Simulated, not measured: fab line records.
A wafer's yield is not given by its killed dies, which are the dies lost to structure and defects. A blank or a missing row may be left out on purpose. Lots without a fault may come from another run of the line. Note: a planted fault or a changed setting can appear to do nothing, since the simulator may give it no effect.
Matching of chambers / flow n5-finfet / N5_BEOL_M13_ETCH_67 on rie-diel-04 has 4 sister chambers
The step etches SiARC in CF4, target depth 143 nm, time 238.3 s. 4 wafers are shown with their chamber, then 9 later ones without.

WAFERS WITH THEIR CHAMBER
wafer=L086.3; chamber=3; showerhead-plenum-p-Torr (Torr)=1.98
wafer=L086.4; chamber=2; showerhead-plenum-p-Torr (Torr)=2.19
wafer=L094.3; chamber=0; showerhead-plenum-p-Torr (Torr)=2.04
wafer=L094.5; chamber=1; showerhead-plenum-p-Torr (Torr)=2.20

WAFERS WITHOUT THEIR CHAMBER
wafer=L095.1; showerhead-plenum-p-Torr (Torr)=1.97
wafer=L095.4; showerhead-plenum-p-Torr (Torr)=2.18
wafer=L095.6; showerhead-plenum-p-Torr (Torr)=2.03
wafer=L092.1; showerhead-plenum-p-Torr (Torr)=2.18
wafer=L092.3; showerhead-plenum-p-Torr (Torr)=2.20
wafer=L092.4; showerhead-plenum-p-Torr (Torr)=2.03
wafer=L097.2; showerhead-plenum-p-Torr (Torr)=2.20
wafer=L097.5; showerhead-plenum-p-Torr (Torr)=2.03
wafer=L097.6; showerhead-plenum-p-Torr (Torr)=2.20

CHAMBER TAKEN BY EACH
wafer=L095.1; from the rows above=3; in truth=3
wafer=L095.4; from the rows above=can't be placed: 2 or 1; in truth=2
wafer=L095.6; from the rows above=0; in truth=0
wafer=L092.1; from the rows above=can't be placed: 2 or 1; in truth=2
wafer=L092.3; from the rows above=can't be placed: 1 or 2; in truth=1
wafer=L092.4; from the rows above=0; in truth=0
wafer=L097.2; from the rows above=can't be placed: 1 or 2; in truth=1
wafer=L097.5; from the rows above=0; in truth=0
wafer=L097.6; from the rows above=can't be placed: 1 or 2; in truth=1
4 of 9 placed correctly. From these rows, 5 cannot be placed; in 5 the true chamber is one of the candidates. 0 placed wrongly.
How it was worked out, from the rows above alone: a wafer's distance from a chamber is the root of the sum, over the readings, of the square of ((its reading less the chamber's mean) divided by the reading's scatter). The wafer belongs to the nearest chamber; if the next one is less than 2 further off, it can't be placed. For every chamber, the mean is computed from those of its wafers that are shown. The scatter (one wafer shown for each chamber): square how far every hidden wafer sits from the nearest shown wafer, average those squares and take the square root.
